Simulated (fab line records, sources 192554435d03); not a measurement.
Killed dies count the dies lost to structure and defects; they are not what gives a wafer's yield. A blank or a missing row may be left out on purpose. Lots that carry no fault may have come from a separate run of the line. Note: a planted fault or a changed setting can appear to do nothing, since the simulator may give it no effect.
fab line records	flow n5_finfet
[record] lots = 7	wafers = 21
route steps=1938 shown BEOL_M8@1336 BEOL_M9@1404 BEOL_M11@1565 BEOL_M12@1653 BEOL_M13@1661 BEOL_M14@1722 BEOL_M15@1820
start_h: the number of hours between the record's first day and the start of the first shown wafer of the lot	wait_h: hours since the lot's step before	" repeats the value in the row above	L1.1+2: a row that stands for several wafers	- value missing, or start not given	* or withheld: withheld	< > ~ a bound
route shown NAME@n: a module of which the file shows steps, and the number in the route of the first	usual: average and standard deviation across the fault-free wafers	same: alike in all rows	chamber/n: place in a boat	sites: readings site by site	_std_site: standard deviation of those values	_edge_site: the outer-site mean with the inner-site mean subtracted	radius_mm: how far each site lies from the wafer's centre	mask NAME#n: copy n	behind: tool/chamber where the wafer was last shaped	hold: why the lot went on hold/how many hours it stayed there/how the hold came to an end	device: the n, p or np transistor that did not switch	end of line: the tests these same wafers got at the end of their route	a step given without rows: its recipe and nothing more	killed: not the wafer's yield, but the dies lost to structure and defects at the first sort	map: a wafer's dies, x killed, . not, _ none there
set.NAME: the setting that was run; set.NAME@STEP: the one run at that earlier step	model.NAME: the simulator's own value behind a step, which no gauge read
one table per step and one row per wafer, for lots whose settings were changed on purpose
[[steps]]
[step N5_BEOL_M8_HM_DEP_02]
[recipe] material = TiN	target_thk_a = 200	temp_c = 25	chamber_pressure_pa = 0.49996
lot.wafer	tool	chamber	start_h	wait_h	set.target_thk_a	model.TiN_of_BEOL_M8_HM_DEP_02.thk_nm
L074.1+5	pvd_sputter-02	-	208.44	3.2	226.7	22.6
L074.2	"	-	"	"	200	20.2
L080.1	pvd_sputter-02	-	239.43	1.8	225.9	22.8
L080.2	"	-	"	"	200	20.6
L080.5	"	-	"	"	225.9	23.4
L081.1	pvd_sputter-03	-	248.12	1.4	218.4	21.6
L081.2+5	"	-	"	"	200	20.2
L084.1	pvd_sputter-03	-	251.62	0.5	200	20.6
L084.2	"	-	"	"	200	20
L084.4	"	-	"	"	200	20.4
L086.1	pvd_sputter-01	-	278.70	1.1	200	20
L086.3+5	"	-	"	"	200	20.6
L087.3	pvd_sputter-01	-	287.06	1.5	200	19.8
L087.5	"	-	"	"	200	20
L087.6	"	-	"	"	200	20.4
L091.4	pvd_sputter-01	-	310.39	1.0	200	20
L091.5	"	-	"	"	200	19.8
L091.6	"	-	"	"	200	20.4
[step N5_BEOL_M8_COAT_59]
[recipe] resist = SOC	temp_c = 250	time_s = 60	spin_rpm = 1500	resist_thk_nm = 100
[step N5_BEOL_M8_COAT_60]
[recipe] resist = SiARC	temp_c = 220	time_s = 60	spin_rpm = 1500	resist_thk_nm = 35
[step N5_BEOL_M8_STRIP_68]
[recipe] chemistry = N2/H2	temp_c = 40	n2_flow_sccm = 200	h2_flow_sccm = 200	rf_frequency_hz = 6e+07
[step N5_BEOL_M8_STRIP_67]
[recipe] chemistry = CF4	resist = SiARC	power_w = 300	bias_power_w = 75	pressure_mtorr = 50	cf4_flow_sccm = 150	rf_frequency_hz = 6e+07
[step N5_BEOL_M8_HM_OPEN_17]
[recipe] chemistry = Cl2/BCl3	target_depth_a = 200	overetch_a = 60	target = TiN	mask_material = SOC	ion_energy_ev = 150	pressure_mtorr = 10	icp_w = 1000	bias_w = 126	Cl2_flow_sccm = 53.25	bcl3_flow_sccm = 21.75	Ar_flow_sccm = 25
lot.wafer	tool	chamber	start_h	wait_h	set.target_thk_a@BEOL_M8_HM_DEP_02	model.etch.depth_nm
L074.1	rie_metal-01	1	209.31	0.0	226.7	22.51
L074.2	"	0	"	"	200	20.11
L074.5	"	1	"	"	226.7	22.58
L080.1	rie_metal-03	1	240.35	0.0	225.9	22.88
L080.2	"	0	"	"	200	20.63
L080.5	"	1	"	"	225.9	23.3
L081.1	rie_metal-02	1	249.22	0.0	218.4	21.68
L081.2	"	0	"	"	200	20.2
L081.5	"	0	"	"	200	20.12
L084.1	rie_metal-03	0	252.53	0.0	200	20.51
L084.2	"	1	"	"	200	20.04
L084.4	"	0	"	"	200	20.44
L086.1	rie_metal-03	1	279.57	0.0	200	19.96
L086.3+5	"	0	"	"	200	20.51
L087.3	rie_metal-02	0	287.83	0.1	200	19.86
L087.5	"	1	"	"	200	19.98
L087.6	"	0	"	"	200	20.38
L091.4	rie_metal-03	0	311.53	0.1	200	20.1
L091.5	"	0	"	"	200	19.85
L091.6	"	0	"	"	200	20.36
[step N5_BEOL_M9_PECVD_70]
[recipe] material = SiO2	target_thk_a = 200	temp_c = 400	precursor = TEOS/O2	pressure_torr = 5.5	rf_w = 450	teos_flow_sccm = 53.8	gas = O2	flow_sccm = 3000	time_s = 22.7
lot.wafer	tool	chamber	start_h	wait_h	set.temp_c	model.SiO2_of_BEOL_M9_PECVD_70.thk_nm
L074.1+5	pecvd-03	2	215.50	0.0	387.9	21.6
L074.2	"	1	"	"	387.9	21.8
L080.1+5	pecvd-03	1	245.93	0.0	414.6	18.6
L080.2	"	0	"	"	400	20.6
L081.1+2	pecvd-03	0,2	256.17	0.0	400	20.2
L081.5	"	1	"	"	400	20.4
L084.1	pecvd-04	1	258.09	0.0	408.9	18.8
L084.2	"	0	"	"	408.9	18.6
L084.4	"	0	"	"	400	20
L086.1+3	pecvd-01	1	285.79	0.0	400	19.8
L086.5	"	2	"	"	400	20
L087.3	pecvd-01	2	293.99	0.1	400	20
L087.5	"	1	"	"	385.3	22.2
L087.6	"	2	"	"	385.3	21.8
L091.4	pecvd-03	1	316.37	0.1	388.6	21.8
L091.5	"	0	"	"	400	20.2
L091.6	"	2	"	"	400	20.6
[step N5_BEOL_M11_EXPOSE_25]
[recipe] mask_id = V10	na = 1.35	source_shape = annular	sigma_inner = 0.5	sigma_outer = 0.8	polarization = unpolarized	dose_mj = 85.5
lot.wafer	tool	chamber	start_h	wait_h	mask	set.dose_mj
L074.1+2	arfi_scanner-02	0	239.73	-	V10#0	81.16
L074.5	"	0	"	"	V10#0	85.5
L080.1	arfi_scanner-02	0	272.92	-	V10#0	85.5
L080.2+5	"	0	"	"	V10#0	81.49
L081.1	arfi_scanner-02	0	275.18	-	V10#0	79.83
L081.2+5	"	0	"	"	V10#0	85.5
L084.1+2	arfi_scanner-01	0	280.97	-	V10#0	85.5
L084.4	"	0	"	"	V10#0	90.52
L086.1+3+5	arfi_scanner-01	0	309.59	-	V10#0	85.5
L087.3+6	arfi_scanner-02	0	320.11	-	V10#0	80.5
L087.5	"	0	"	"	V10#0	85.5
L091.4	arfi_scanner-01	0	333.70	-	V10#0	85.5
L091.5+6	"	0	"	"	V10#0	90.95
[step N5_BEOL_M11_PEB_26]
[recipe] peb_temp_c = withheld	peb_time_s = 60	resist = CAR-ArF
[step N5_BEOL_M11_DEVELOP_27]
[recipe] develop_time_s = 30	developer = TMAH	resist = CAR-ArF	rinse_liquid = diw	dry = air_spin	dev_temp_c = 23
[step N5_BEOL_M11_CD_MEAS_28]
[recipe] target_cd_nm = 70	landing_energy_ev = 500	detector = se_inlens	polarity = opening
[usual] cd_nm = 69.1/1
lot.wafer	tool	chamber	start_h	wait_h	set.dose_mj@BEOL_M11_EXPOSE_25	cd_nm
L074.1	cd_sem-01	0	239.86	-	81.16	65.1
L074.2	"	0	"	"	81.16	63.5
L074.5	"	0	"	"	85.5	67.6
L080.1	cd_sem-02	0	273.05	-	85.5	69.0
L080.2	"	0	"	"	81.49	63.6
L080.5	"	0	"	"	81.49	64.6
L081.1	cd_sem-03	0	275.31	-	79.83	64.2
L081.2	"	0	"	"	85.5	69.5
L081.5	"	0	"	"	85.5	70.3
L084.1	cd_sem-02	0	281.10	-	85.5	68.4
L084.2	"	0	"	"	85.5	68.5
L084.4	"	0	"	"	90.52	73.7
L086.1	cd_sem-01	0	309.72	-	85.5	70.9
L086.3	"	0	"	"	85.5	69.8
L086.5	"	0	"	"	85.5	70.4
L087.3	cd_sem-02	0	320.23	-	80.5	65.6
L087.5	"	0	"	"	85.5	67.7
L087.6	"	0	"	"	80.5	63.2
L091.4	cd_sem-01	0	333.82	-	85.5	70.6
L091.5	"	0	"	"	90.95	74.5
L091.6	"	0	"	"	90.95	75.9
[step N5_BEOL_M12_CMP_49]
[recipe] stop_on = SiOC	t_overpolish_s = 20.6	down_force_psi = 1	platen_rpm = 50	clearing_platen_down_force_psi = 1.5	clearing_platen_rpm = 50	post_cmp_clean = cu_alkaline	target_thk_nm = 320	clearing_platen_pad_velocity_m_s = 0.99484	pad_velocity_m_s = 0.99484
[usual] barrier_field_endpoint_s = 30.1/0.73
lot.wafer	tool	chamber	start_h	wait_h	set.down_force_psi	barrier_field_endpoint_s
L074.1	cmp-02	1	255.26	0.3	1.177	26.4
L074.2	"	3	"	"	1.177	26.1
L074.5	"	0	"	"	1	31.5
L080.2	cmp-04	2	280.52	0.4	0.7935	38.1
L080.1	"	3	"	"	1	29.6
L080.5	"	1	"	"	1	29.7
L081.1	cmp-01	0	284.05	0.3	0.8065	36.6
L081.2	"	3	"	"	1	29.6
L081.5	"	0	"	"	0.8065	37.6
L084.4	cmp-04	2	290.20	0.2	1.212	24.4
L084.2	"	3	"	"	1	29.1
L084.1	"	0	"	"	1.212	22.9
L086.3	cmp-01	3	321.77	0.2	1	30.7
L086.1	"	1	"	"	1	29.4
L086.5	"	3	"	"	1	30.9
L087.3	cmp-04	1	330.32	0.2	1.085	26.9
L087.5	"	1	"	"	1	29.0
L087.6	"	2	"	"	1.085	28.2
L091.4	cmp-02	0	346.87	0.2	1	30.1
L091.5	"	1	"	"	1	29.7
L091.6	"	2	"	"	1	29.2
[step N5_BEOL_M13_COAT_58]
[recipe] resist = BARC	temp_c = 205	time_s = 60	spin_rpm = 1500	resist_thk_nm = 89
lot.wafer	tool	chamber	start_h	wait_h	set.spin_rpm	model.BARC_of_BEOL_M13_COAT_58.thk_nm
L074.1+2	litho_track-02	0	255.89	0.0	1500	89.4
L074.5	"	0	"	"	1453	90.8
L080.1+2	litho_track-02	0	281.13	0.0	1500	89
L080.5	"	0	"	"	1458	90.2
L081.1+2+5	litho_track-02	0	284.75	0.0	1500	88.8
L084.1+4	litho_track-04	0	290.89	0.0	1500	88.8
L084.2	"	0	"	"	1500	89.2
L086.1+5	litho_track-05	0	322.44	0.0	1500	89.6
L086.3	"	0	"	"	1500	89.2
L087.3+5	litho_track-05	0	330.99	0.0	1426	91.6
L087.6	"	0	"	"	1426	92
L091.4	litho_track-02	0	347.43	0.0	1390	92.4
L091.5	"	0	"	"	1390	92.8
L091.6	"	0	"	"	1500	88.8
[step N5_BEOL_M13_COAT_04]
[recipe] spin_rpm = 1625	resist_thk_nm = 400
[step N5_BEOL_M13_EBR_06]
[recipe] solvent = PGMEA	ebr_width_mm = 1.5
[step N5_BEOL_M13_DESCUM_15]
[recipe] chemistry = O2	time_s = 7.9	source_power_w = 50	bias_power_w = 20	pressure_mtorr = 20	rf_frequency_hz = 2.712e+07	temp_c = 40	o2_flow_sccm = 225
[step N5_BEOL_M13_ETCH_59]
[recipe] chemistry = N2/H2	target = BARC	target_depth_a = 890	overetch_a = 267	time_s = 67.9	ion_energy_ev = 200	pressure_mtorr = 30	source_w = 840	bias_w = 150	n2_flow_sccm = 200	h2_flow_sccm = 200
lot.wafer	tool	chamber	start_h	wait_h	set.spin_rpm@BEOL_M13_COAT_58	model.etch.depth_nm
L074.1	rie_diel-03	3	256.28	0.0	1500	89.42
L074.2	"	1	"	"	1500	89.32
L074.5	"	2	"	"	1453	90.78
L080.1	rie_diel-06	0	282.01	0.0	1500	88.92
L080.2	"	2	"	"	1500	89
L080.5	"	1	"	"	1458	90.13
L081.1	rie_diel-06	2	285.14	0.0	1500	88.82
L081.2	"	1	"	"	1500	88.73
L081.5	"	1	"	"	1500	88.74
L084.1	rie_diel-03	1	291.35	0.0	1500	88.85
L084.2	"	2	"	"	1500	89.22
L084.4	"	1	"	"	1500	88.86
L086.1	rie_diel-02	3	322.96	0.0	1500	89.62
L086.3	"	1	"	"	1500	89.24
L086.5	"	3	"	"	1500	89.52
L087.3	rie_diel-02	3	331.57	0.0	1426	91.58
L087.5	"	3	"	"	1426	91.68
L087.6	"	0	"	"	1426	91.93
L091.4	rie_diel-06	2	347.82	0.0	1390	92.49
L091.5	"	3	"	"	1390	92.76
L091.6	"	2	"	"	1500	88.82
[step N5_BEOL_M13_VIA_ETCH_16]
[recipe] chemistry = C4F8/O2/Ar	target = SiOC	pressure_mtorr = 30	source_w = 3000	bias_w = 700	Ar_flow_sccm = 400	C4F8_flow_sccm = 15	O2_flow_sccm = 8	he_inner_torr = 15	he_outer_torr = 30	target_depth_a = 9217	time_s = withheld	ion_energy_ev = 250	ends = cleared
[step N5_BEOL_M13_STRIP_63]
[recipe] chemistry = N2/H2	power_w = 1000	temp_c = 250	h2_frac = 0.65	overash_fraction = 0.3	pressure_mtorr = 1000	n2_flow_sccm = 1750	h2_flow_sccm = 3250
[step N5_BEOL_M13_STRIP_64]
[recipe] chemistry = N2/H2	power_w = 1000	temp_c = 250	h2_frac = 0.65	overash_fraction = 0.3	pressure_mtorr = withheld	n2_flow_sccm = 1750	h2_flow_sccm = 3250
[usual] strip_time_to_endpoint_s = 31.36/0.084
lot.wafer	tool	chamber	start_h	wait_h	set.spin_rpm@BEOL_M13_COAT_58	strip_time_to_endpoint_s
L074.1	plasma_asher-02	1	256.63	0.0	1500	31.43
L074.2	"	0	"	"	1500	31.42
L074.5	"	1	"	"	1453	31.83
L080.1	plasma_asher-02	0	282.36	0.0	1500	31.29
L080.2	"	1	"	"	1500	31.31
L080.5	"	1	"	"	1458	31.63
L081.1	plasma_asher-02	0	285.49	0.0	1500	31.28
L081.2	"	1	"	"	1500	31.24
L081.5	"	0	"	"	1500	31.23
L084.1	plasma_asher-01	1	291.70	0.0	1500	31.26
L084.2	"	0	"	"	1500	31.37
L084.4	"	1	"	"	1500	31.26
L086.1	plasma_asher-01	0	323.31	0.0	1500	31.48
L086.3	"	1	"	"	1500	31.39
L086.5	"	0	"	"	1500	31.46
L087.3	plasma_asher-02	1	331.94	0.0	1426	32.06
L087.5	"	1	"	"	1426	32.09
L087.6	"	0	"	"	1426	32.15
L091.4	plasma_asher-02	0	348.19	0.0	1390	32.30
L091.5	"	0	"	"	1390	32.38
L091.6	"	1	"	"	1500	31.27
[step N5_BEOL_M14_EXPOSE_07]
[recipe] mask_id = V13	na = 0.8	source_shape = annular	sigma_inner = 0.5	sigma_outer = 0.8	polarization = unpolarized	attpsm_phase_deg = 180	dose_mj = 57
lot.wafer	tool	chamber	start_h	wait_h	mask	set.dose_mj
L074.1+2+5	krf_scanner-02	0	261.22	-	V13#0	57
L080.1+2+5	krf_scanner-02	0	286.01	-	V13#0	57
L081.1+2	krf_scanner-02	0	290.89	-	V13#0	59.79
L081.5	"	0	"	"	V13#0	57
L084.1+2	krf_scanner-02	0	299.59	-	V13#0	57
L084.4	"	0	"	"	V13#0	52.95
L086.1+3+5	krf_scanner-01	0	330.57	-	V13#0	57
L087.3+6	krf_scanner-02	0	340.09	-	V13#0	54.24
L087.5	"	0	"	"	V13#0	57
L091.4	krf_scanner-01	0	355.84	-	V13#0	58.52
L091.5+6	"	0	"	"	V13#0	57
[step N5_BEOL_M14_PEB_08]
[recipe] peb_temp_c = 130	peb_time_s = 90
[step N5_BEOL_M14_DEVELOP_09]
[recipe] develop_time_s = 45	rinse_liquid = diw	dry = air_spin	dev_temp_c = 21
[step N5_BEOL_M14_HARDBAKE_14]
[recipe] temp_c = 130	time_s = 120
[step N5_BEOL_M14_CD_MEAS_10]
[recipe] target_cd_nm = 250	landing_energy_ev = 500	detector = se_inlens	polarity = opening
[usual] cd_nm = 251.1/1.7
lot.wafer	tool	chamber	start_h	wait_h	set.dose_mj@BEOL_M14_EXPOSE_07	cd_nm
L074.1	cd_sem-02	0	261.40	-	57	252.7
L074.2	"	0	"	"	57	249.9
L074.5	"	0	"	"	57	250.9
L080.1	cd_sem-02	0	286.19	-	57	249.9
L080.2	"	0	"	"	57	251.5
L080.5	"	0	"	"	57	249.5
L081.1	cd_sem-01	0	291.07	-	59.79	259.8
L081.2	"	0	"	"	59.79	257.4
L081.5	"	0	"	"	57	252.3
L084.1	cd_sem-01	0	299.77	-	57	251.3
L084.2	"	0	"	"	57	250.2
L084.4	"	0	"	"	52.95	241.2
L086.1	cd_sem-02	0	330.75	-	57	248.4
L086.3	"	0	"	"	57	248.6
L086.5	"	0	"	"	57	248.9
L087.3	cd_sem-03	0	340.26	-	54.24	241.9
L087.5	"	0	"	"	57	251.3
L087.6	"	0	"	"	54.24	242.9
L091.4	cd_sem-02	0	356.00	-	58.52	258.5
L091.5	"	0	"	"	57	250.9
L091.6	"	0	"	"	57	254.5
[step N5_BEOL_M14_STRIP_71]
[recipe] chemistry = post_etch_residue_remover	time_s = 60	temp_c = 25	remover_ph = withheld	remover_water_wt_pct = withheld	remover_fluoride_wt_pct = withheld
[step N5_BEOL_M14_SRD_72]
[recipe] time_s = 30	temp_c = 23	rinse_liquid = diw	dry = n2_spin	spin_rpm = 1500	dry_time_s = 30
[step N5_BEOL_M14_CD_MEAS_17]
[recipe] target_cd_nm = 250	polarity = opening
[usual] cd_nm = 251.7/2.2
lot.wafer	tool	chamber	start_h	wait_h	set.dose_mj@BEOL_M14_EXPOSE_07	cd_nm
L074.1	cd_sem-01	-	261.92	0.0	57	252.5
L074.2	"	-	"	"	57	250.2
L074.5	"	-	"	"	57	251.8
L080.1	cd_sem-03	-	286.71	0.0	57	250.5
L080.2	"	-	"	"	57	255.6
L080.5	"	-	"	"	57	250.9
L081.1	cd_sem-02	-	291.65	0.0	59.79	260.1
L081.2	"	-	"	"	59.79	257.6
L081.5	"	-	"	"	57	252.6
L084.1	cd_sem-03	-	300.57	0.0	57	251.1
L084.2	"	-	"	"	57	250.7
L084.4	"	-	"	"	52.95	241.6
L086.1	cd_sem-01	-	331.51	0.0	57	250.5
L086.3	"	-	"	"	57	250.8
L086.5	"	-	"	"	57	251.5
L087.3	cd_sem-01	-	340.78	0.0	54.24	240.2
L087.5	"	-	"	"	57	251.6
L087.6	"	-	"	"	54.24	241.6
L091.4	cd_sem-03	-	356.53	0.0	58.52	257.6
L091.5	"	-	"	"	57	251.6
L091.6	"	-	"	"	57	254.3
[step N5_BEOL_M15_SPUTTER_44]
[recipe] material = Ta	target_thk_a = 150	temp_c = 50	bias_v = 80	power_w = 15000	chamber_pressure_pa = 0.07	time_s = 24.19
lot.wafer	tool	chamber	start_h	wait_h	set.power_w	model.Ta_of_BEOL_M15_SPUTTER_44.thk_nm
L074.1	pvd_sputter-03	-	274.01	0.0	15000	14.6
L074.2	"	-	"	"	13650	13.8
L074.5	"	-	"	"	15000	15
L080.1+5	pvd_sputter-02	-	298.34	0.0	15000	14.6
L080.2	"	-	"	"	15000	14.8
L081.1	pvd_sputter-03	-	303.95	0.0	15000	15
L081.2	"	-	"	"	15760	16
L081.5	"	-	"	"	15760	15.6
L084.1	pvd_sputter-02	-	311.55	0.0	17280	17
L084.2	"	-	"	"	15000	15
L084.4	"	-	"	"	17280	17.2
L086.1+5	pvd_sputter-01	-	339.25	0.0	15000	15
L086.3	"	-	"	"	15000	15.2
L087.3	pvd_sputter-02	-	350.52	0.0	15000	14.6
L087.5	"	-	"	"	14000	14.2
L087.6	"	-	"	"	15000	15
L091.4+6	pvd_sputter-03	-	364.89	0.0	15000	15.2
L091.5	"	-	"	"	15000	15
[[key]]
[split] step = N5_BEOL_M8_HM_DEP_02	setting = target_thk_a	stated = 200	by = wafer
[response] step = N5_BEOL_M8_HM_DEP_02	reading = model.TiN_of_BEOL_M8_HM_DEP_02.thk_nm	change = +0.18	per = 1%	r = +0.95
[response] step = N5_BEOL_M8_HM_OPEN_17	reading = model.etch.depth_nm	change = +0.182	per = 1%	r = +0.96
[split] step = N5_BEOL_M9_PECVD_70	setting = temp_c	stated = 400	by = wafer
[response] step = N5_BEOL_M9_PECVD_70	reading = model.SiO2_of_BEOL_M9_PECVD_70.thk_nm	change = -0.54	per = 1%	r = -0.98
[split] step = N5_BEOL_M11_EXPOSE_25	setting = dose_mj	stated = 85.5	by = wafer
[response] step = N5_BEOL_M11_CD_MEAS_28	reading = cd_nm	change = +0.781	per = 1%	r = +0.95
[split] step = N5_BEOL_M12_CMP_49	setting = down_force_psi	stated = 1	by = wafer
[response] step = N5_BEOL_M12_CMP_49	reading = barrier_field_endpoint_s	change = -0.332	per = 1%	r = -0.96
[split] step = N5_BEOL_M13_COAT_58	setting = spin_rpm	stated = 1500	by = wafer
[response] step = N5_BEOL_M13_COAT_58	reading = model.BARC_of_BEOL_M13_COAT_58.thk_nm	change = -0.499	per = 1%	r = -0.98
[response] step = N5_BEOL_M13_ETCH_59	reading = model.etch.depth_nm	change = -0.498	per = 1%	r = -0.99
[response] step = N5_BEOL_M13_STRIP_64	reading = strip_time_to_endpoint_s	change = *	per = 1%	r = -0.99
[split] step = N5_BEOL_M14_EXPOSE_07	setting = dose_mj	stated = 57	by = wafer
[response] step = N5_BEOL_M14_CD_MEAS_10	reading = cd_nm	change = +1.5	per = 1%	r = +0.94
[response] step = N5_BEOL_M14_CD_MEAS_17	reading = cd_nm	change = +1.53	per = 1%	r = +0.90
[split] step = N5_BEOL_M15_SPUTTER_44	setting = power_w	stated = 15000	by = wafer
[response] step = N5_BEOL_M15_SPUTTER_44	reading = model.Ta_of_BEOL_M15_SPUTTER_44.thk_nm	change = +0.128	per = 1%	r = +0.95
